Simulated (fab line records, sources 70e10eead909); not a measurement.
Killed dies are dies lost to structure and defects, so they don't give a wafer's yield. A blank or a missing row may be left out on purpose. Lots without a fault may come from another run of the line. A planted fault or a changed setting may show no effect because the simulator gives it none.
Which tool did it? | flow nand_harc | 24 lots, 72 wafers sampled, at 6 steps of a route of 1159

WHAT THE GAUGES READ, wafer by wafer
The record holds no reading of a measuring or inspecting step that can be judged against a usual standard deviation.

WHICH TOOL RAN EACH LOT (tool, then ch and the chambers of the sampled wafers, then the start)
lot  | NHARC_A_WL_FILL_RTA_01           | NHARC_A_WL_FILL_ETCHBACK_04       | NHARC_A_CONTACT_ETCH_111             | NHARC_A_CONTACT_ETCH_119             | NHARC_A_CONTACT_ETCH_96                       | NHARC_A_CONTACT_DEP_58
L074 | rtp_anneal-01 ch 0, day 14 12:02 | rie_metal-03 ch 0,1, day 14 20:19 | har_cap_etch-01 ch 0,1, day 16 04:10 | har_cap_etch-01 ch 0,1, day 16 04:59 | rie_diel-05 ch 1,2,3, day 16 09:11 or earlier | pecvd-01 ch 0,1,2, day 16 09:11
L077 | rtp_anneal-01 ch 0, day 15 01:34 | rie_metal-01 ch 0,1, day 15 09:55 | har_cap_etch-03 ch 0,1, day 16 16:50 | har_cap_etch-03 ch 0,1, day 16 17:39 | rie_diel-06 ch 1,2,3, day 16 22:15 or earlier | pecvd-02 ch 1,2, day 16 22:15
L075 | rtp_anneal-01 ch 0, day 15 01:45 | rie_metal-03 ch 1, day 15 07:47   | har_cap_etch-01 ch 0,1, day 16 17:03 | har_cap_etch-01 ch 0,1, day 16 17:53 | rie_diel-06 ch 0,1,3, day 16 22:38 or earlier | pecvd-02 ch 1,2, day 16 22:38
L078 | rtp_anneal-01 ch 0, day 15 12:16 | rie_metal-02 ch 1, day 15 16:14   | har_cap_etch-01 ch 0,1, day 16 21:22 | har_cap_etch-01 ch 0,1, day 16 22:11 | rie_diel-06 ch 1,2,3, day 17 02:30 or earlier | pecvd-01 ch 0,1,2, day 17 02:30
L076 | rtp_anneal-01 ch 0, day 15 12:28 | rie_metal-01 ch 0,1, day 15 16:46 | har_cap_etch-03 ch 0,1, day 17 00:08 | har_cap_etch-03 ch 0,1, day 17 00:58 | rie_diel-05 ch 1,2,3, day 17 04:50 or earlier | pecvd-01 ch 0,1,2, day 17 04:50
L079 | rtp_anneal-02 ch 0, day 15 12:29 | rie_metal-02 ch 1, day 15 19:02   | har_cap_etch-03 ch 0,1, day 16 20:55 | har_cap_etch-03 ch 0,1, day 16 21:44 | rie_diel-06 ch 1,2,3, day 17 01:52 or earlier | pecvd-01 ch 0,1,2, day 17 01:52
L080 | rtp_anneal-01 ch 0, day 16 17:14 | rie_metal-03 ch 0,1, day 16 21:05 | har_cap_etch-02 ch 0,1, day 17 23:35 | har_cap_etch-02 ch 0,1, day 18 00:25 | rie_diel-06 ch 2,3, day 18 06:52 or earlier   | pecvd-04 ch 1,2, day 18 06:52
L082 | rtp_anneal-01 ch 0, day 16 17:22 | rie_metal-02 ch 0,1, day 16 23:59 | har_cap_etch-01 ch 0,1, day 18 09:46 | har_cap_etch-01 ch 0,1, day 18 10:35 | rie_diel-13 ch 0,3, day 18 15:38 or earlier   | pecvd-02 ch 0,1,2, day 18 15:38
L081 | rtp_anneal-01 ch 0, day 16 17:32 | rie_metal-01 ch 0,1, day 17 02:51 | har_cap_etch-02 ch 0,1, day 18 12:58 | har_cap_etch-02 ch 0,1, day 18 13:47 | rie_diel-13 ch 1,2,3, day 18 18:32 or earlier | pecvd-04 ch 0,2, day 18 18:32
L083 | rtp_anneal-02 ch 0, day 17 07:17 | rie_metal-03 ch 0,1, day 17 11:14 | har_cap_etch-03 ch 0,1, day 18 15:53 | har_cap_etch-03 ch 0,1, day 18 16:41 | rie_diel-05 ch 2,3, day 18 22:28 or earlier   | pecvd-02 ch 0,1,2, day 18 22:28
L084 | rtp_anneal-01 ch 0, day 17 13:05 | rie_metal-01 ch 0,1, day 17 17:38 | har_cap_etch-02 ch 0,1, day 18 22:58 | har_cap_etch-02 ch 0,1, day 18 23:47 | rie_diel-06 ch 1,3, day 19 08:47 or earlier   | pecvd-04 ch 0,1, day 19 08:47
L086 | rtp_anneal-01 ch 0, day 17 13:17 | rie_metal-03 ch 0,1, day 17 20:27 | har_cap_etch-03 ch 0,1, day 18 22:07 | har_cap_etch-03 ch 0,1, day 18 22:57 | rie_diel-06 ch 0,3, day 19 07:44 or earlier   | pecvd-02 ch 0,1, day 19 07:44
L085 | rtp_anneal-02 ch 0, day 17 16:46 | rie_metal-03 ch 0,1, day 17 23:44 | har_cap_etch-01 ch 1, day 19 06:37   | har_cap_etch-01 ch 1, day 19 07:26   | rie_diel-06 ch 2,3, day 19 11:19 or earlier   | pecvd-01 ch 0,1, day 19 11:19
L089 | rtp_anneal-02 ch 0, day 18 19:59 | rie_metal-01 ch 0,1, day 18 23:58 | har_cap_etch-01 ch 0,1, day 20 03:58 | har_cap_etch-01 ch 0,1, day 20 04:46 | rie_diel-05 ch 0,1, day 20 11:55 or earlier   | pecvd-04 ch 0,2, day 20 11:55
L087 | rtp_anneal-02 ch 0, day 18 20:05 | rie_metal-02 ch 0, day 19 00:24   | har_cap_etch-02 ch 1, day 20 05:59   | har_cap_etch-02 ch 1, day 20 06:49   | rie_diel-06 ch 0,1,2, day 20 12:03 or earlier | pecvd-01 ch 1,2, day 20 12:03
L091 | rtp_anneal-01 ch 0, day 18 22:59 | rie_metal-03 ch 0,1, day 19 03:13 | har_cap_etch-03 ch 0,1, day 20 10:09 | har_cap_etch-03 ch 0,1, day 20 10:59 | rie_diel-13 ch 1,2, day 20 15:37 or earlier   | pecvd-02 ch 0,2, day 20 15:37
L090 | rtp_anneal-02 ch 0, day 18 23:01 | rie_metal-01 ch 0,1, day 19 03:17 | har_cap_etch-01 ch 0,1, day 20 12:18 | har_cap_etch-01 ch 0,1, day 20 13:08 | rie_diel-13 ch 1,2, day 20 17:10 or earlier   | pecvd-02 ch 1,2, day 20 17:10
L088 | rtp_anneal-01 ch 0, day 18 23:13 | rie_metal-03 ch 0,1, day 19 06:02 | har_cap_etch-01 ch 0,1, day 20 16:12 | har_cap_etch-01 ch 0,1, day 20 17:00 | rie_diel-06 ch 0,2,3, day 20 22:40 or earlier | pecvd-04 ch 0,1, day 20 22:40
L094 | rtp_anneal-01 ch 0, day 19 12:43 | rie_metal-01 ch 0,1, day 19 16:40 | har_cap_etch-03 ch 0,1, day 21 03:09 | har_cap_etch-03 ch 0,1, day 21 03:59 | rie_diel-06 ch 1,3, day 21 11:24 or earlier   | pecvd-02 ch 0,1,2, day 21 11:24
L093 | rtp_anneal-02 ch 0, day 19 12:43 | rie_metal-02 ch 0, day 19 17:22   | har_cap_etch-01 ch 0,1, day 20 19:52 | har_cap_etch-01 ch 0,1, day 20 20:41 | rie_diel-13 ch 0,2,3, day 21 03:37 or earlier | pecvd-02 ch 1,2, day 21 03:37
L095 | rtp_anneal-02 ch 0, day 19 12:53 | rie_metal-03 ch 0,1, day 19 19:29 | har_cap_etch-02 ch 0,1, day 20 21:18 | har_cap_etch-02 ch 0,1, day 20 22:08 | rie_diel-13 ch 0,1, day 21 05:49 or earlier   | pecvd-04 ch 0,1,2, day 21 05:49
L092 | rtp_anneal-02 ch 0, day 20 04:14 | rie_metal-02 ch 0,1, day 20 09:02 | har_cap_etch-01 ch 0,1, day 21 17:40 | har_cap_etch-01 ch 0,1, day 21 18:30 | rie_diel-13 ch 2,3, day 21 23:10 or earlier   | pecvd-02 ch 0,2, day 21 23:10
L097 | rtp_anneal-01 ch 0, day 20 13:51 | rie_metal-01 ch 0,1, day 20 18:11 | har_cap_etch-02 ch 0,1, day 21 23:43 | har_cap_etch-02 ch 0,1, day 22 00:31 | rie_diel-06 ch 1,2,3, day 22 04:25 or earlier | pecvd-01 ch 0,2, day 22 04:25
L096 | rtp_anneal-02 ch 0, day 20 13:54 | rie_metal-02 ch 0,1, day 20 21:49 | har_cap_etch-01 ch 0,1, day 22 00:35 | har_cap_etch-01 ch 0,1, day 22 01:23 | rie_diel-06 ch 1,2,3, day 22 06:23 or earlier | pecvd-02 ch 0,2, day 22 06:23
- NHARC_A_WL_FILL_RTA_01: time 5 s.
- NHARC_A_WL_FILL_ETCHBACK_04: etches the open film in NF3, target depth 60 nm, time 120 s.
- NHARC_A_CONTACT_ETCH_111: etches the open film in C4F8/O2/Ar, time 140 s, target depth 700 nm.
- NHARC_A_CONTACT_ETCH_119: etches the open film in C4F8/O2/Ar, time 94 s, target depth 922 nm.
- NHARC_A_CONTACT_ETCH_96: etches the open film in C4F6/O2, target depth 20 nm, time 10 s.
- NHARC_A_CONTACT_DEP_58: deposits SiON, target thk 60 nm.

WHAT THE TOOLS THEMSELVES READ (means of the sampled wafers that have a number; where no wafer has one, the mark that the record gives instead)
NHARC_A_WL_FILL_RTA_01. Usual: lamp_power_pct 26.9 %, standard deviation 2.5; lamp_zone_4_pct 26.9 %, standard deviation 2.5; wafer_temp_C_max 1007.0, standard deviation 1.5.
lot  | tool          | lamp_power_pct (%) | lamp_zone_4_pct (%) | wafer_temp_C_max | flag
L074 | rtp_anneal-01 | 24.8               | 24.8                | 1006.2           |
L077 | rtp_anneal-01 | 24.8               | 24.8                | 1006.8           |
L075 | rtp_anneal-01 | 24.8               | 24.8                | 1007.0           |
L078 | rtp_anneal-01 | 24.8               | 24.8                | 1006.1           |
L076 | rtp_anneal-01 | 24.8               | 24.8                | 1006.5           |
L079 | rtp_anneal-02 | 29.9               | 29.9                | 1007.3           |
L080 | rtp_anneal-01 | 24.8               | 24.8                | 1005.1           |
L082 | rtp_anneal-01 | 24.8               | 24.8                | 1005.9           |
L081 | rtp_anneal-01 | 24.8               | 24.8                | 1006.2           |
L083 | rtp_anneal-02 | 29.9               | 29.8                | 1008.1           |
L084 | rtp_anneal-01 | 24.8               | 24.8                | 1005.9           |
L086 | rtp_anneal-01 | 24.8               | 24.8                | 1006.3           |
L085 | rtp_anneal-02 | 29.8               | 29.8                | 1007.4           |
L089 | rtp_anneal-02 | 29.9               | 29.8                | 1008.3           |
L087 | rtp_anneal-02 | 29.9               | 29.9                | 1007.0           |
L091 | rtp_anneal-01 | 24.8               | 24.8                | 1005.0           |
L090 | rtp_anneal-02 | 29.9               | 29.9                | 1007.4           |
L088 | rtp_anneal-01 | 24.8               | 24.8                | 1005.7           |
L094 | rtp_anneal-01 | 24.8               | 24.8                | 1006.9           |
L093 | rtp_anneal-02 | 29.9               | 29.8                | 1010.1           |
L095 | rtp_anneal-02 | 29.9               | 29.9                | 1006.7           |
L092 | rtp_anneal-02 | 29.9               | 29.9                | 1009.7           |
L097 | rtp_anneal-01 | 24.8               | 24.8                | 1006.9           |
L096 | rtp_anneal-02 | 29.9               | 29.9                | 1008.2           |

NHARC_A_WL_FILL_ETCHBACK_04. Usual: drypump_motor_current_A 5.27 A, standard deviation 0.18; oes_product_au 1.003 a.u., standard deviation 0.011.
lot  | tool         | drypump_motor_current_A (A) | oes_product_au (a.u.) | flag
L074 | rie_metal-03 | 5.40                        | 1.017                 |
L077 | rie_metal-01 | 5.11                        | 1.003                 |
L075 | rie_metal-03 | 5.48                        | 1.017                 |
L078 | rie_metal-02 | 5.01                        | 0.998                 |
L076 | rie_metal-01 | 5.11                        | 0.996                 |
L079 | rie_metal-02 | 5.00                        | 0.995                 |
L080 | rie_metal-03 | 5.43                        | 1.004                 |
L082 | rie_metal-02 | 5.16                        | 0.996                 |
L081 | rie_metal-01 | 5.14                        | 0.994                 |
L083 | rie_metal-03 | 5.38                        | 1.018                 |
L084 | rie_metal-01 | 5.17                        | 1.002                 |
L086 | rie_metal-03 | 5.45                        | 1.014                 |
L085 | rie_metal-03 | 5.39                        | 1.016                 |
L089 | rie_metal-01 | 5.16                        | 0.996                 |
L087 | rie_metal-02 | 5.42                        | 0.995                 |
L091 | rie_metal-03 | 5.44                        | 1.005                 |
L090 | rie_metal-01 | 5.10                        | 0.995                 |
L088 | rie_metal-03 | 5.38                        | 1.005                 |
L094 | rie_metal-01 | 5.11                        | 0.991                 |
L093 | rie_metal-02 | 5.43                        | 0.990                 |
L095 | rie_metal-03 | 5.39                        | 1.013                 |
L092 | rie_metal-02 | 5.13                        | 1.002                 |
L097 | rie_metal-01 | 5.12                        | 1.002                 |
L096 | rie_metal-02 | 5.29                        | 0.988                 |

NHARC_A_CONTACT_ETCH_111. Usual: oes_air_line_au 1.000 a.u., standard deviation 0.022.
lot  | tool            | oes_air_line_au (a.u.) | flag
L074 | har_cap_etch-01 | 0.980                  |
L077 | har_cap_etch-03 | 0.982                  |
L075 | har_cap_etch-01 | 0.999                  |
L078 | har_cap_etch-01 | 0.981                  |
L076 | har_cap_etch-03 | 0.981                  |
L079 | har_cap_etch-03 | 0.984                  |
L080 | har_cap_etch-02 | 0.994                  |
L082 | har_cap_etch-01 | 1.004                  |
L081 | har_cap_etch-02 | 0.966                  |
L083 | har_cap_etch-03 | 1.002                  |
L084 | har_cap_etch-02 | 0.992                  |
L086 | har_cap_etch-03 | 1.017                  |
L085 | har_cap_etch-01 | 0.984                  |
L089 | har_cap_etch-01 | 0.996                  |
L087 | har_cap_etch-02 | 1.012                  |
L091 | har_cap_etch-03 | 0.999                  |
L090 | har_cap_etch-01 | 1.007                  |
L088 | har_cap_etch-01 | 0.997                  |
L094 | har_cap_etch-03 | 1.019                  |
L093 | har_cap_etch-01 | 1.000                  |
L095 | har_cap_etch-02 | 1.030                  |
L092 | har_cap_etch-01 | 0.971                  |
L097 | har_cap_etch-02 | 1.000                  |
L096 | har_cap_etch-01 | 1.018                  |

NHARC_A_CONTACT_ETCH_119. Usual: oes_air_line_au 0.994 a.u., standard deviation 0.019.
lot  | tool            | oes_air_line_au (a.u.) | flag
L074 | har_cap_etch-01 | 1.005                  |
L077 | har_cap_etch-03 | 0.961                  |
L075 | har_cap_etch-01 | 1.006                  |
L078 | har_cap_etch-01 | 1.002                  |
L076 | har_cap_etch-03 | 1.007                  |
L079 | har_cap_etch-03 | 1.019                  |
L080 | har_cap_etch-02 | 1.001                  |
L082 | har_cap_etch-01 | 0.999                  |
L081 | har_cap_etch-02 | 1.007                  |
L083 | har_cap_etch-03 | 0.991                  |
L084 | har_cap_etch-02 | 1.001                  |
L086 | har_cap_etch-03 | 0.995                  |
L085 | har_cap_etch-01 | 0.982                  |
L089 | har_cap_etch-01 | 0.974                  |
L087 | har_cap_etch-02 | 1.013                  |
L091 | har_cap_etch-03 | 0.975                  |
L090 | har_cap_etch-01 | 0.973                  |
L088 | har_cap_etch-01 | 1.005                  |
L094 | har_cap_etch-03 | 0.979                  |
L093 | har_cap_etch-01 | 0.992                  |
L095 | har_cap_etch-02 | 1.009                  |
L092 | har_cap_etch-01 | 0.992                  |
L097 | har_cap_etch-02 | 0.993                  |
L096 | har_cap_etch-01 | 0.991                  |

NHARC_A_CONTACT_ETCH_96. Usual: drypump_motor_current_A 5.8 A, standard deviation 0.54; mfc_ar_sccm 500.1 sccm, standard deviation 1.4; o2_flow_sccm 19.99 sccm, standard deviation 0.058; oes_product_au 0.971 a.u., standard deviation 0.028; rf_vpp_V 548 V, standard deviation 3.3; showerhead_plenum_p_Torr 3.96 Torr, standard deviation 0.15; throttle_valve_pct 26.904 %, standard deviation 0.0094.
lot  | tool        | drypump_motor_current_A (A) | mfc_ar_sccm (sccm) | o2_flow_sccm (sccm) | oes_product_au (a.u.) | rf_vpp_V (V) | showerhead_plenum_p_Torr (Torr) | throttle_valve_pct (%) | flag
L074 | rie_diel-05 | 5.9                         | 499.8              | 20.01               | 0.995                 | 548          | 3.99                            | 26.910                 |
L077 | rie_diel-06 | 5.7                         | 498.8              | 20.01               | 0.933                 | 548          | 3.95                            | 26.914                 |
L075 | rie_diel-06 | 5.8                         | 499.8              | 19.98               | 0.999                 | 546          | 3.88                            | 26.904                 |
L078 | rie_diel-06 | 5.7                         | 501.4              | 19.99               | 0.991                 | 546          | 3.95                            | 26.907                 |
L076 | rie_diel-05 | 5.9                         | 499.7              | 20.00               | 0.943                 | 548          | 3.99                            | 26.901                 |
L079 | rie_diel-06 | 5.7                         | 499.6              | 19.97               | 0.996                 | 548          | 3.95                            | 26.900                 |
L080 | rie_diel-06 | 6.1                         | 500.9              | 19.99               | 0.943                 | 551          | 4.09                            | 26.904                 |
L082 | rie_diel-13 | 6.1                         | 500.8              | 20.01               | 0.957                 | 551          | 4.14                            | 26.904                 |
L081 | rie_diel-13 | 6.1                         | 499.4              | 19.99               | 0.957                 | 546          | 3.92                            | 26.899                 |
L083 | rie_diel-05 | 5.9                         | 500.6              | 19.96               | 0.935                 | 547          | 3.92                            | 26.900                 |
L084 | rie_diel-06 | 6.2                         | 500.8              | 19.98               | 1.004                 | 547          | 3.95                            | 26.903                 |
L086 | rie_diel-06 | 6.2                         | 499.6              | 20.02               | 0.958                 | 549          | 4.02                            | 26.898                 |
L085 | rie_diel-06 | 5.6                         | 500.3              | 20.04               | 1.010                 | 550          | 4.09                            | 26.899                 |
L089 | rie_diel-05 | 6.0                         | 498.4              | 19.96               | 0.939                 | 551          | 4.11                            | 26.902                 |
L087 | rie_diel-06 | 5.3                         | 500.8              | 19.96               | 0.951                 | 545          | 3.87                            | 26.908                 |
L091 | rie_diel-13 | 6.1                         | 500.5              | 19.99               | 0.988                 | 545          | 3.84                            | 26.904                 |
L090 | rie_diel-13 | 6.0                         | 501.9              | 20.08               | 0.995                 | 546          | 3.88                            | 26.901                 |
L088 | rie_diel-06 | 5.7                         | 499.4              | 20.01               | 0.996                 | 549          | 4.01                            | 26.907                 |
L094 | rie_diel-06 | 6.3                         | 501.4              | 20.00               | 0.990                 | 547          | 3.94                            | 26.907                 |
L093 | rie_diel-13 | 6.0                         | 500.9              | 20.06               | 0.932                 | 549          | 4.04                            | 26.907                 |
L095 | rie_diel-13 | 6.0                         | 500.6              | 19.94               | 0.957                 | 549          | 4.05                            | 26.913                 |
L092 | rie_diel-13 | 6.2                         | 500.1              | 19.97               | 0.997                 | 549          | 3.98                            | 26.903                 |
L097 | rie_diel-06 | 5.7                         | 500.5              | 19.94               | 0.955                 | 547          | 3.94                            | 26.908                 |
L096 | rie_diel-06 | 5.7                         | 498.7              | 19.96               | 1.009                 | 547          | 3.94                            | 26.908                 |

NHARC_A_CONTACT_DEP_58. Usual: heater_power_w 762 W, standard deviation 65.
lot  | tool     | heater_power_w (W) | flag
L074 | pecvd-01 | 811                |
L077 | pecvd-02 | 792                |
L075 | pecvd-02 | 740                |
L078 | pecvd-01 | 803                |
L076 | pecvd-01 | 745                |
L079 | pecvd-01 | 790                |
L080 | pecvd-04 | 650                |
L082 | pecvd-02 | 808                |
L081 | pecvd-04 | 700                |
L083 | pecvd-02 | 778                |
L084 | pecvd-04 | 737                |
L086 | pecvd-02 | 796                |
L085 | pecvd-01 | 725                |
L089 | pecvd-04 | 686                |
L087 | pecvd-01 | 775                |
L091 | pecvd-02 | 785                |
L090 | pecvd-02 | 768                |
L088 | pecvd-04 | 708                |
L094 | pecvd-02 | 772                |
L093 | pecvd-02 | 759                |
L095 | pecvd-04 | 708                |
L092 | pecvd-02 | 825                |
L097 | pecvd-01 | 753                |
L096 | pecvd-02 | 793                |

THE ANSWER, worked out from the rows above alone
Rule: a lot is off if the mean of its wafers that have a number lies more than 3 standard deviations from the usual mean. A lot without any number at a reading at which 4 lots or more have one is off too. The other lots that the step has rows for count as sound. The gauges are gone through in route order, then the tools' own readings, and for those a lot's mean is taken as printed above. The first step at which some lot is off is used, and at that step the reading that is off furthest; a lot without a number counts as furthest.
No lot is off at any reading shown: from this, nothing can be told.

WHAT THE SIMULATOR HAD PUT IN
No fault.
